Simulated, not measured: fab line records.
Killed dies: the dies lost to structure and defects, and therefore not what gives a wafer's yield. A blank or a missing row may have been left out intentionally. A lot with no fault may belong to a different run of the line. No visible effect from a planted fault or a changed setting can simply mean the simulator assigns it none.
Chamber matching / flow n5Finfet / N5_BEOL_M12_ETCH_59 on rieDiel-01 has 4 sister chambers
The step etches BARC in N2/H2, target depth 89 nm, overetch 26.7 nm, time 67.9 s. 24 wafers are shown with their chamber, then 12 later ones without.

WAFERS WITH THEIR CHAMBER
wafer=L076.1; chamber=2; showerheadPlenumPTorr (Torr)=2.66; drypumpMotorCurrentA (A)=5.1; throttleValvePct (%)=18.25
wafer=L076.4; chamber=1; showerheadPlenumPTorr (Torr)=2.49; drypumpMotorCurrentA (A)=5.8; throttleValvePct (%)=17.77
wafer=L076.6; chamber=2; showerheadPlenumPTorr (Torr)=2.66; drypumpMotorCurrentA (A)=5.1; throttleValvePct (%)=18.25
wafer=L077.2; chamber=2; showerheadPlenumPTorr (Torr)=2.66; drypumpMotorCurrentA (A)=5.1; throttleValvePct (%)=18.25
wafer=L077.5; chamber=3; showerheadPlenumPTorr (Torr)=2.68; drypumpMotorCurrentA (A)=6.5; throttleValvePct (%)=17.60
wafer=L077.6; chamber=0; showerheadPlenumPTorr (Torr)=2.49; drypumpMotorCurrentA (A)=5.6; throttleValvePct (%)=18.06
wafer=L078.1; chamber=0; showerheadPlenumPTorr (Torr)=2.49; drypumpMotorCurrentA (A)=5.7; throttleValvePct (%)=18.07
wafer=L078.2; chamber=3; showerheadPlenumPTorr (Torr)=2.68; drypumpMotorCurrentA (A)=6.5; throttleValvePct (%)=17.61
wafer=L078.4; chamber=2; showerheadPlenumPTorr (Torr)=2.66; drypumpMotorCurrentA (A)=5.1; throttleValvePct (%)=18.25
wafer=L081.2; chamber=3; showerheadPlenumPTorr (Torr)=2.68; drypumpMotorCurrentA (A)=6.5; throttleValvePct (%)=17.63
wafer=L081.4; chamber=0; showerheadPlenumPTorr (Torr)=2.49; drypumpMotorCurrentA (A)=5.6; throttleValvePct (%)=18.06
wafer=L081.5; chamber=1; showerheadPlenumPTorr (Torr)=2.48; drypumpMotorCurrentA (A)=5.8; throttleValvePct (%)=17.76
wafer=L080.2; chamber=0; showerheadPlenumPTorr (Torr)=2.49; drypumpMotorCurrentA (A)=5.6; throttleValvePct (%)=18.07
wafer=L080.3; chamber=3; showerheadPlenumPTorr (Torr)=2.68; drypumpMotorCurrentA (A)=6.5; throttleValvePct (%)=17.62
wafer=L080.4; chamber=2; showerheadPlenumPTorr (Torr)=2.66; drypumpMotorCurrentA (A)=5.1; throttleValvePct (%)=18.26
wafer=L084.2; chamber=3; showerheadPlenumPTorr (Torr)=2.68; drypumpMotorCurrentA (A)=6.5; throttleValvePct (%)=17.63
wafer=L084.5; chamber=2; showerheadPlenumPTorr (Torr)=2.66; drypumpMotorCurrentA (A)=5.1; throttleValvePct (%)=18.26
wafer=L084.6; chamber=1; showerheadPlenumPTorr (Torr)=2.48; drypumpMotorCurrentA (A)=5.8; throttleValvePct (%)=17.78
wafer=L087.1; chamber=3; showerheadPlenumPTorr (Torr)=2.67; drypumpMotorCurrentA (A)=6.5; throttleValvePct (%)=17.64
wafer=L087.3; chamber=2; showerheadPlenumPTorr (Torr)=2.65; drypumpMotorCurrentA (A)=5.1; throttleValvePct (%)=18.27
wafer=L087.5; chamber=2; showerheadPlenumPTorr (Torr)=2.65; drypumpMotorCurrentA (A)=5.1; throttleValvePct (%)=18.30
wafer=L089.2; chamber=1; showerheadPlenumPTorr (Torr)=2.48; drypumpMotorCurrentA (A)=5.7; throttleValvePct (%)=17.80
wafer=L089.3; chamber=2; showerheadPlenumPTorr (Torr)=2.65; drypumpMotorCurrentA (A)=5.1; throttleValvePct (%)=18.30
wafer=L089.5; chamber=2; showerheadPlenumPTorr (Torr)=2.65; drypumpMotorCurrentA (A)=5.1; throttleValvePct (%)=18.30

SIGNATURES, as means of the wafers listed above
reading=showerheadPlenumPTorr; chamber 0=2.4900; chamber 1=2.4825; chamber 2=2.6560; chamber 3=2.6783; scatter within a chamber=0.00446
reading=drypumpMotorCurrentA; chamber 0=5.625; chamber 1=5.775; chamber 2=5.100; chamber 3=6.500; scatter within a chamber=0.0274
reading=throttleValvePct; chamber 0=18.0650; chamber 1=17.7775; chamber 2=18.2690; chamber 3=17.6217; scatter within a chamber=0.0181
Rule: a wafer lies at a distance from a chamber equal to the root of the sum of squares, over the readings, of (its reading less the chamber's mean, divided by the reading's scatter). The wafer belongs to the nearest chamber; if the next one is less than 2 further off, it can't be placed. The scatter: the root of (the sum of the squares of (reading less its chamber's mean) over the shown wafers, divided by (wafers less chambers)).

WAFERS MISSING THEIR CHAMBER
wafer=L092.1; showerheadPlenumPTorr (Torr)=2.49; drypumpMotorCurrentA (A)=5.6; throttleValvePct (%)=17.70
wafer=L092.2; showerheadPlenumPTorr (Torr)=2.67; drypumpMotorCurrentA (A)=6.5; throttleValvePct (%)=17.66
wafer=L092.5; showerheadPlenumPTorr (Torr)=2.48; drypumpMotorCurrentA (A)=5.6; throttleValvePct (%)=17.71
wafer=L094.2; showerheadPlenumPTorr (Torr)=2.65; drypumpMotorCurrentA (A)=5.2; throttleValvePct (%)=18.30
wafer=L094.3; showerheadPlenumPTorr (Torr)=2.48; drypumpMotorCurrentA (A)=5.6; throttleValvePct (%)=17.70
wafer=L094.4; showerheadPlenumPTorr (Torr)=2.47; drypumpMotorCurrentA (A)=5.8; throttleValvePct (%)=17.81
wafer=L095.1; showerheadPlenumPTorr (Torr)=2.48; drypumpMotorCurrentA (A)=5.6; throttleValvePct (%)=17.71
wafer=L095.4; showerheadPlenumPTorr (Torr)=2.64; drypumpMotorCurrentA (A)=5.1; throttleValvePct (%)=18.32
wafer=L095.5; showerheadPlenumPTorr (Torr)=2.64; drypumpMotorCurrentA (A)=5.1; throttleValvePct (%)=18.31
wafer=L097.1; showerheadPlenumPTorr (Torr)=2.47; drypumpMotorCurrentA (A)=5.7; throttleValvePct (%)=17.83
wafer=L097.3; showerheadPlenumPTorr (Torr)=2.48; drypumpMotorCurrentA (A)=5.6; throttleValvePct (%)=17.71
wafer=L097.5; showerheadPlenumPTorr (Torr)=2.48; drypumpMotorCurrentA (A)=5.6; throttleValvePct (%)=17.74

CHAMBER TAKEN BY EACH
wafer=L092.1; from the rows above=1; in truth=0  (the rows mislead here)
wafer=L092.2; from the rows above=3; in truth=3
wafer=L092.5; from the rows above=1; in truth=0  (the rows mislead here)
wafer=L094.2; from the rows above=2; in truth=2
wafer=L094.3; from the rows above=1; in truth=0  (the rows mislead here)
wafer=L094.4; from the rows above=1; in truth=1
wafer=L095.1; from the rows above=1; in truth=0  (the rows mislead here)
wafer=L095.4; from the rows above=2; in truth=2
wafer=L095.5; from the rows above=2; in truth=2
wafer=L097.1; from the rows above=1; in truth=1
wafer=L097.3; from the rows above=1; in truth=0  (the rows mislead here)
wafer=L097.5; from the rows above=1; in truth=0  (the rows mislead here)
6 of 12 placed correctly. Number that these rows cannot place: 0. 6 placed wrongly.
